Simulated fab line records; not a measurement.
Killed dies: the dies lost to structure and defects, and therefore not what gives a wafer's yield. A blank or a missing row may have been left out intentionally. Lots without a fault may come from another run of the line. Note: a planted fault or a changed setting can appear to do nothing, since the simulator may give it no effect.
Matching of chambers | flow nandHarc | NHARC_A_CHANNEL_FILL_D1_ETCHBACK_20 on rieDiel-02: 4 sister chambers
The step etches the open film in C4F8/O2/Ar, target depth 27 nm, time 13.5 s. 8 wafers are shown with their chamber, then 8 later ones without.

== WAFERS, EACH WITH ITS CHAMBER ==
wafer  | chamber | rfVppV (V) | oesProductAu (a.u.)
L077.3 | 3       | 989        | 0.98
L076.1 | 3       | 989        | 0.99
L076.6 | 2       | 989        | 1.01
L079.1 | 2       | 988        | 1.02
L083.3 | 1       | 983        | 0.93
L083.4 | 0       | 972        | 0.91
L083.5 | 1       | 982        | 0.92
L087.2 | 0       | 973        | 0.90

== WAFERS MISSING THEIR CHAMBER ==
wafer  | rfVppV (V) | oesProductAu (a.u.)
L087.3 | 989        | 0.94
L087.4 | 987        | 0.90
L089.3 | 989        | 0.95
L089.4 | 973        | 0.92
L089.5 | 988        | 0.95
L090.1 | 973        | 0.90
L090.3 | 990        | 0.94
L090.4 | 987        | 0.91

== CHAMBER TAKEN BY EACH ==
wafer  | from the rows above | in truth
L087.3 | 3                   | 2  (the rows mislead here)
L087.4 | 1                   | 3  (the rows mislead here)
L089.3 | 3                   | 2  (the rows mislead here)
L089.4 | 0                   | 0
L089.5 | 3                   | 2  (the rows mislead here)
L090.1 | 0                   | 0
L090.3 | 3                   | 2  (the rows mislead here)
L090.4 | 1                   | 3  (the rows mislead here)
Correct placement for 2 of the 8. Can't be placed from these rows: 0. Placed wrongly: 6.
How it was worked out, from the rows above alone: a wafer's distance from a chamber is the root of the sum, over the readings, of the square of ((its reading less the chamber's mean) divided by the reading's scatter). The wafer belongs to the nearest chamber; if the next one is less than 2 further off, it can't be placed. A chamber's mean is the mean of its shown wafers. The scatter: the root of (the sum of the squares of (reading less its chamber's mean) over the shown wafers, divided by (wafers less chambers)).
